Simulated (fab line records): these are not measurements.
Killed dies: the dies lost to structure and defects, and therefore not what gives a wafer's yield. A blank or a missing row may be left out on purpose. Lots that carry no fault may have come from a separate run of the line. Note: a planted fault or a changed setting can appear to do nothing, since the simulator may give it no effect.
A struck lot beside a sound one ; flow n5Finfet ; 14 steps out of a route of 1938
Sound: wafers L577.2, L577.4, L577.6. Wafers struck: L588.1, L588.6. The cause is given at the end.
Order at every step that has rows: each side's tool, ch and its chambers, its first start. Under that, the readings that differ: sound wafers ; struck wafers ; difference of the means ; sigmas: that difference in standard deviations of wafers without a fault.
alike: words and numbers the same on both sides, and readings whose means are apart by under 2 such deviations; not compared: readings that were withheld, readings missing a value for some wafer, numbers with overlapping values and no deviation given by the record, and bounds like >300 which may hide the same value.
Wherever a step has rows on one side only, a row that says differs or no value, or a row with sigmas, the two part there. Numbers that have no deviation but don't overlap get no sigmas and don't part them. A reading that every wafer of one side lacks parts them only if that side has two wafers or more.

first, 4 steps without rows for these wafers: N5_BEOL_M7_SOFTBAKE_06 (time 60 s); N5_BEOL_M7_EXPOSE_08 (exposes mask M7); N5_BEOL_M7_PEB_09 (peb time 60 s); N5_BEOL_M7_DEVELOP_10 (develop time 30 s).
N5_BEOL_M7_CD_MEAS_11 targets a cd of 38.5 nm.
  sound on cdSem-02 ch 0, day 9 22:50; struck on cdSem-02 ch 0, day 12 11:01
  alike: cdNm
N5_BEOL_M7_OVL_MEAS_12:
  sound on overlay-02 ch 0, day 9 22:52; struck on overlay-02 ch 0, day 12 11:03
  alike: M7_OVL
N5_BEOL_M7_INSPECT_13: inspects for defects (brightfield).
  sound: defectInspect-01 at day 9 22:53; struck: defectInspect-02 at day 12 11:04
  alike: rawDefectCount
N5_BEOL_M7_DESCUM_16: chemistry O2, time 7.9 s.
  sound on rieDiel-02 ch 0,3, day 9 22:55; struck on rieDiel-04 ch 0, day 12 11:07
reading;sound;struck;difference;sigmas
oesProductAu (a.u.);0.79 0.96 0.97;0.70 0.69;-0.21;-3
rfFwdPowerW (W);49.62 48.72 48.67;49.51 49.56;+0.53;+2
showerheadPlenumPTorr (Torr);2.20 2.16 2.16;1.95 1.95;-0.22;-3
  alike: drypumpMotorCurrentA, rfVppV, tempC, throttleValvePct
  not compared: rfHoursCounterH
N5_BEOL_M7_ETCH_61: etches SiARC in CF4, target depth 45.5 nm, time 75.8 s.
  sound on rieDiel-02 ch 0,3, day 9 22:57; struck on rieDiel-04 ch 0, day 12 11:08
reading;sound;struck;difference;sigmas
oesProductAu (a.u.);0.68 0.82 0.81;0.61 0.61;-0.16;-3
showerheadPlenumPTorr (Torr);2.24 2.20 2.20;2.04 2.04;-0.17;-2
throttleValvePct (%);15.53 15.40 15.41;16.06 16.08;+0.62;+4
  alike: drypumpMotorCurrentA, etchRfOnTimeS, rfFwdPowerW, rfVppV
  not compared: rfHoursCounterH
N5_BEOL_M7_ETCH_62: etches SOC in N2/H2, target depth 110 nm, overetch 22 nm, time 165 s.
  sound on rieDiel-02 ch 0,3, day 9 23:01; struck on rieDiel-04 ch 0, day 12 11:12
reading;sound;struck;difference;sigmas
oesProductAu (a.u.);0.68 0.81 0.81;0.59 0.60;-0.17;-3
rfVppV (V);526.1 524.2 525.3;519.4 519.0;-6.0;-2
showerheadPlenumPTorr (Torr);2.66 2.60 2.60;2.39 2.39;-0.23;-2
throttleValvePct (%);17.69 17.59 17.57;18.09 18.06;+0.46;+3
  alike: drypumpMotorCurrentA, rfFwdPowerW, tempC
  not compared: rfHoursCounterH
then, 1 step without rows for these wafers: N5_BEOL_M7_STRIP_68 (strips in N2/H2).
N5_BEOL_M7_STRIP_67: strips in CF4.
  sound on rieDiel-02 ch 0,3, day 9 23:09; struck on rieDiel-04 ch 0, day 12 11:20
reading;sound;struck;difference;sigmas
oesProductAu (a.u.);0.79 0.95 0.95;0.69 0.70;-0.20;-3
showerheadPlenumPTorr (Torr);1.88 1.84 1.84;1.71 1.71;-0.14;-2
throttleValvePct (%);13.51 13.30 13.33;14.03 14.07;+0.67;+4
  alike: drypumpMotorCurrentA, rfVppV
  not compared: rfHoursCounterH
N5_BEOL_M7_HM_OPEN_17: chemistry Cl2/BCl3, target TiN, target depth 20 nm, overetch 6 nm.
  sound on rieMetal-03 ch 0,1, day 9 23:11; struck on rieMetal-01 ch 0,1, day 12 11:23
reading;sound;struck;difference;sigmas
model.SOC_of_BEOL_M7_COAT_59.thkNm (nm);92.2 92.2 92;87.4 87;-4.9;
  alike: drypumpMotorCurrentA, oesProductAu, rfFwdPowerW, throttleValvePct
  not compared: rfHoursCounterH
N5_BEOL_M7_STRIP_19: strips in O2.
  sound on rieDiel-04 ch 1,2, day 9 23:22; struck on rieDiel-03 ch 1, day 12 11:29
  alike: drypumpMotorCurrentA, oesProductAu, rfVppV, showerheadPlenumPTorr, tempC, throttleValvePct
  not compared: rfHoursCounterH

WHERE THEY PART
Earliest at N5_BEOL_M7_DESCUM_16; latest, in this record, at N5_BEOL_M7_STRIP_67. Later steps at which nothing parts them and some readings are alike: N5_BEOL_M7_HM_OPEN_17, N5_BEOL_M7_STRIP_19.

WHY: the cause the simulator had injected
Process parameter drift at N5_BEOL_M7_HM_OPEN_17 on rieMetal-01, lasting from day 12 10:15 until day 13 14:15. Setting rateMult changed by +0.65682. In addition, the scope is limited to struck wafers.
